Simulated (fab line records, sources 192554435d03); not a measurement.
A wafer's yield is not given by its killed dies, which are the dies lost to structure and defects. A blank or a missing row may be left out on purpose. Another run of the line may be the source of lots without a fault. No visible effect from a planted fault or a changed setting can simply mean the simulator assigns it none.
The tool behind it: which one? ; flow n5Finfet ; 23 lots, 69 wafers sampled, at 4 steps of a route of 1938

## WHAT THE GAUGES READ, wafer by wafer
N5_BEOL_M12_OVL_MEAS_11. Usual: for V11_OVL the level is -5 nm and the standard deviation is 5.2.
lot;measured;on;V11_OVL (nm);flag
L075;day 10 21:43;overlay-01;-7 2 0;
L074;day 11 00:43;overlay-02;-12 -12 -12;
L077;day 11 04:51;overlay-02;-8 -3 -4;
L078;day 11 09:40;overlay-02;-3 -16 -9;
L079;day 11 14:38;overlay-02;-8 -2 -14;
L076;day 11 19:19;overlay-02;-9 -11 -3;
L081;day 11 22:07;overlay-02;-3 -1 2;
L080;day 12 00:10;overlay-01;-11 -14 -12;
L082;day 12 11:16;overlay-02;0 -5 -2;
L083;day 12 18:08;overlay-01;4 7 -3;
L084;day 13 01:33;overlay-02;-4 -10 -8;
L087;day 13 12:56;overlay-02;4 -1 -3;
L085;day 13 13:22;overlay-01;-1 0 0;
L088;day 13 20:44;overlay-01;-8 -9 -10;
L086;day 14 02:14;overlay-01;-7 -6 -6;
L090;day 14 17:26;overlay-01;-10 -3 -2;
L091;day 14 17:37;overlay-02;-8 -11 -7;
L093;day 15 02:50;overlay-02;-5 -6 -6;
L092;day 15 07:21;overlay-01;-5 -8 -10;
L095;day 15 15:32;overlay-02;-1 -2 -2;
L094;day 15 17:10;overlay-02;-6 -8 -1;
L096;day 15 22:03;overlay-02;-5 -1 -1;
L097;day 16 07:50;overlay-02;3 3 1;

N5_BEOL_M12_CD_MEAS_17 targets a cd of 140 nm. Usual: 139.8 nm for cdNm, sd 2.4.
lot;measured;on;cdNm (nm);flag
L075;day 10 22:37;cdSem-03;140.1 141.7 141.3;
L074;day 11 01:21;cdSem-03;142.0 141.3 137.6;
L077;day 11 05:27;cdSem-01;139.5 140.7 140.5;
L078;day 11 10:13;cdSem-03;137.6 140.2 142.4;
L079;day 11 15:11;cdSem-03;140.9 141.6 142.3;
L076;day 11 19:54;cdSem-02;142.7 139.6 140.3;
L081;day 11 22:41;cdSem-02;142.4 140.2 144.9;
L080;day 12 00:43;cdSem-02;138.1 138.9 137.4;
L082;day 12 11:49;cdSem-01;141.8 138.5 137.6;
L083;day 12 18:43;cdSem-01;143.2 143.2 144.3;
L084;day 13 02:12;cdSem-01;135.6 136.9 137.7;
L087;day 13 13:29;cdSem-02;136.7 139.8 134.1;
L085;day 13 13:55;cdSem-02;138.9 135.4 139.0;
L088;day 13 21:52;cdSem-03;142.4 143.4 141.7;
L086;day 14 02:47;cdSem-01;140.5 139.0 138.0;
L090;day 14 17:59;cdSem-03;139.0 136.8 136.8;
L091;day 14 18:15;cdSem-03;137.4 137.9 139.3;
L093;day 15 03:23;cdSem-01;140.0 140.0 140.8;
L092;day 15 07:55;cdSem-01;135.8 135.8 135.8;
L095;day 15 16:43;cdSem-02;139.6 140.3 138.0;
L094;day 15 17:43;cdSem-03;134.8 135.2 138.5;
L096;day 15 22:53;cdSem-01;141.5 144.1 141.0;
L097;day 16 08:23;cdSem-01;140.6 137.7 137.5;

## WHAT TOOL EACH LOT RAN ON (gives the tool, then ch and the chambers of the sampled wafers, and finally the start)
lot;N5_BEOL_M12_ETCH_59;N5_BEOL_M12_STRIP_63
L075;rieDiel-05 ch 0,1,3, day 10 22:10;plasmaAsher-02 ch 1, day 10 22:25
L074;rieDiel-03 ch 1,3, day 11 00:53;plasmaAsher-02 ch 0,1, day 11 01:08
L077;rieDiel-05 ch 1,3, day 11 04:56;plasmaAsher-02 ch 0,1, day 11 05:14
L078;rieDiel-05 ch 1,2,3, day 11 09:46;plasmaAsher-02 ch 0,1, day 11 10:01
L079;rieDiel-01 ch 0,3, day 11 14:44;plasmaAsher-02 ch 0,1, day 11 14:59
L076;rieDiel-01 ch 0,1,3, day 11 19:24;plasmaAsher-01 ch 0,1, day 11 19:39
L081;rieDiel-01 ch 0,3, day 11 22:13;plasmaAsher-02 ch 0,1, day 11 22:28
L080;rieDiel-03 ch 1,3, day 12 00:16;plasmaAsher-01 ch 0, day 12 00:31
L082;rieDiel-05 ch 0,1,2, day 12 11:21;plasmaAsher-01 ch 0,1, day 12 11:36
L083;rieDiel-01 ch 1,2, day 12 18:15;plasmaAsher-02 ch 0,1, day 12 18:30
L084;rieDiel-03 ch 1,2, day 13 01:44;plasmaAsher-01 ch 0,1, day 13 01:59
L087;rieDiel-03 ch 1,2,3, day 13 13:01;plasmaAsher-02 ch 0,1, day 13 13:16
L085;rieDiel-01 ch 1,2,3, day 13 13:29;plasmaAsher-02 ch 0,1, day 13 13:44
L088;rieDiel-03 ch 1,2,3, day 13 21:24;plasmaAsher-02 ch 0,1, day 13 21:39
L086;rieDiel-03 ch 0,1,2, day 14 02:19;plasmaAsher-02 ch 0,1, day 14 02:34
L090;rieDiel-03 ch 2,3, day 14 17:32;plasmaAsher-02 ch 0,1, day 14 17:48
L091;rieDiel-03 ch 1,3, day 14 17:47;plasmaAsher-01 ch 0,1, day 14 18:02
L093;rieDiel-03 ch 1,2,3, day 15 02:55;plasmaAsher-01 ch 0,1, day 15 03:11
L092;rieDiel-03 ch 2,3, day 15 07:27;plasmaAsher-01 ch 0,1, day 15 07:42
L095;rieDiel-03 ch 0,1,2, day 15 16:15;plasmaAsher-01 ch 0,1, day 15 16:30
L094;rieDiel-03 ch 0,2,3, day 15 17:15;plasmaAsher-01 ch 0,1, day 15 17:30
L096;rieDiel-03 ch 0,2,3, day 15 22:26;plasmaAsher-01 ch 0,1, day 15 22:41
L097;rieDiel-01 ch 1,2,3, day 16 07:56;plasmaAsher-02 ch 0,1, day 16 08:11
- N5_BEOL_M12_ETCH_59: etches BARC in N2/H2, target depth 89 nm, overetch 26.7 nm, time 67.9 s.
- N5_BEOL_M12_STRIP_63: strips in N2/H2.

## AS READ BY THE TOOLS THEMSELVES (means over the sampled wafers that have a number; for cases with no such wafer, the mark the record gives instead)
N5_BEOL_M12_ETCH_59. Usual: drypumpMotorCurrentA 5.8 A, standard deviation 0.46; oesProductAu 0.70 a.u., standard deviation 0.055; rfVppV 524.1 V, standard deviation 2.8; showerheadPlenumPTorr 2.55 Torr, standard deviation 0.099; throttleValvePct 17.80 %, standard deviation 0.24.
lot;tool;drypumpMotorCurrentA (A);oesProductAu (a.u.);rfVppV (V);showerheadPlenumPTorr (Torr);throttleValvePct (%);flag
L075;rieDiel-05;5.6;0.64;525.1;2.57;17.91;
L074;rieDiel-03;6.4;0.73;523.3;2.54;17.80;
L077;rieDiel-05;5.6;0.61;522.7;2.51;18.13;
L078;rieDiel-05;5.8;0.60;524.3;2.55;18.18;
L079;rieDiel-01;5.2;0.68;521.1;2.46;17.75;
L076;rieDiel-01;5.3;0.69;522.7;2.50;17.67;
L081;rieDiel-01;5.1;0.68;521.6;2.46;17.66;
L080;rieDiel-03;6.4;0.71;523.4;2.54;17.81;
L082;rieDiel-05;5.8;0.70;524.3;2.59;17.85;
L083;rieDiel-01;5.6;0.75;524.4;2.55;17.78;
L084;rieDiel-03;6.2;0.70;521.1;2.46;17.76;
L087;rieDiel-03;6.1;0.69;524.1;2.53;17.86;
L085;rieDiel-01;5.5;0.72;522.9;2.51;17.89;
L088;rieDiel-03;6.1;0.69;523.8;2.53;17.87;
L086;rieDiel-03;6.1;0.72;524.0;2.54;17.66;
L090;rieDiel-03;5.8;0.67;523.3;2.52;17.89;
L091;rieDiel-03;6.0;0.67;525.1;2.59;17.97;
L093;rieDiel-03;6.1;0.68;523.5;2.52;17.89;
L092;rieDiel-03;5.8;0.67;523.5;2.52;17.92;
L095;rieDiel-03;6.0;0.71;523.7;2.53;17.70;
L094;rieDiel-03;5.7;0.69;525.5;2.60;17.81;
L096;rieDiel-03;5.7;0.69;524.7;2.60;17.80;
L097;rieDiel-01;5.5;0.70;522.7;2.50;17.93;

N5_BEOL_M12_STRIP_63. Usual: drypumpMotorCurrentA 5.60 A, standard deviation 0.29; heaterPowerW 374 W, standard deviation 22; oesProductAu 0.693 a.u., standard deviation 0.0045; stripTimeToEndpointS 42.3 s, standard deviation 0.97.
lot;tool;drypumpMotorCurrentA (A);heaterPowerW (W);oesProductAu (a.u.);stripTimeToEndpointS (s);flag
L075;plasmaAsher-02;5.72;351;0.697;43.2;
L074;plasmaAsher-02;5.84;367;0.696;42.9;
L077;plasmaAsher-02;5.81;368;0.690;42.5;
L078;plasmaAsher-02;5.80;369;0.695;42.8;
L079;plasmaAsher-02;5.82;365;0.687;41.2;
L076;plasmaAsher-01;5.29;393;0.693;42.1;
L081;plasmaAsher-02;5.75;360;0.691;41.8;
L080;plasmaAsher-01;5.66;368;0.693;42.4;
L082;plasmaAsher-01;5.28;387;0.697;43.4;
L083;plasmaAsher-02;5.82;369;0.694;41.9;
L084;plasmaAsher-01;5.28;392;0.692;42.3;
L087;plasmaAsher-02;5.81;373;0.690;42.3;
L085;plasmaAsher-02;5.85;368;0.693;40.7;
L088;plasmaAsher-02;5.77;360;0.692;42.9;
L086;plasmaAsher-02;5.78;356;0.694;41.2;
L090;plasmaAsher-02;5.81;366;0.696;42.1;
L091;plasmaAsher-01;5.27;397;0.690;42.4;
L093;plasmaAsher-01;5.45;380;0.699;42.7;
L092;plasmaAsher-01;5.28;393;0.694;43.3;
L095;plasmaAsher-01;5.48;376;0.693;44.0;
L094;plasmaAsher-01;5.49;375;0.695;42.0;
L096;plasmaAsher-01;5.48;381;0.687;42.3;
L097;plasmaAsher-02;5.81;370;0.694;42.1;

## THE ANSWER, worked out from the rows above alone
Rule: a lot counts as off when the mean over its wafers that have a number is more than 3 standard deviations away from the usual mean. Also off: a lot with no number at a reading for which 4 or more lots have one. Any other lot the step has rows for is counted as sound. The gauges are gone through in route order, then the tools' own readings, and for those a lot's mean is taken as printed above. At the first step where some lot is off, the reading lying furthest off is the one used; lots without a number count as furthest.
None of the lots is off at any reading shown; this tells nothing.

## WHAT THE SIMULATOR PUT IN
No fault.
